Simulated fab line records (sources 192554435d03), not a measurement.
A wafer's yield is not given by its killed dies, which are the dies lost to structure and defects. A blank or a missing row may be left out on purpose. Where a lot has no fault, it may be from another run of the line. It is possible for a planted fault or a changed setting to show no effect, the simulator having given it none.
Matching of chambers | flow n5Finfet | N5_BEOL_M8_CURE_75 on uvCure-01 has 3 sister chambers
The step cures SiCOH lowk, time 120 s. 6 wafers are shown with their chamber, then 12 later ones without.

== WAFERS, EACH WITH ITS CHAMBER ==
wafer  | chamber | wafer_temp_C_max | lampPowerPct (%)
L076.4 | 1       | 371.9            | 52.28
L076.6 | 1       | 371.5            | 52.32
L088.3 | 0       | 373.3            | 52.22
L088.5 | 0       | 374.6            | 52.25
L090.3 | 2       | 372.2            | 52.29
L090.6 | 2       | 373.1            | 52.38

== WAFERS WITH NO CHAMBER GIVEN ==
wafer  | wafer_temp_C_max | lampPowerPct (%)
L091.1 | 373.2            | 52.22
L091.2 | 372.2            | 52.41
L091.3 | 373.1            | 52.29
L096.1 | 371.1            | 52.40
L096.4 | 372.1            | 52.24
L096.5 | 371.8            | 52.29
L086.3 | 373.5            | 52.40
L086.4 | 373.5            | 52.26
L086.5 | 373.3            | 52.28
L097.1 | 371.7            | 52.28
L097.3 | 371.5            | 52.23
L097.6 | 371.5            | 52.36

== CHAMBER TAKEN BY EACH ==
wafer  | from the rows above          | in truth
L091.1 | can't be placed: 0 or 2 or 1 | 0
L091.2 | can't be placed: 2 or 1      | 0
L091.3 | can't be placed: 2 or 0 or 1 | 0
L096.1 | can't be placed: 1 or 2      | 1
L096.4 | can't be placed: 1 or 2 or 0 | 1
L096.5 | can't be placed: 1 or 2      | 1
L086.3 | can't be placed: 2 or 1 or 0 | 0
L086.4 | can't be placed: 0 or 2 or 1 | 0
L086.5 | can't be placed: 0 or 2 or 1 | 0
L097.1 | can't be placed: 1 or 2      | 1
L097.3 | can't be placed: 1 or 2 or 0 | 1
L097.6 | can't be placed: 1 or 2      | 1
Correctly placed: 0 of 12. Unplaceable from these rows: 12, with the true chamber sitting among the candidates in 11. Wrongly placed: 0.
How it was worked out, from the rows above alone: a wafer's distance from a chamber is the root of the sum, over the readings, of the square of ((its reading less the chamber's mean) divided by the reading's scatter). The wafer belongs to the nearest chamber; if the next one is less than 2 further off, it can't be placed. The mean given for a chamber averages the wafers shown for that chamber. How the scatter is found: for the shown wafers, subtract from each reading the mean of its chamber, square and add these, divide the total by (wafers less chambers), then take the root.
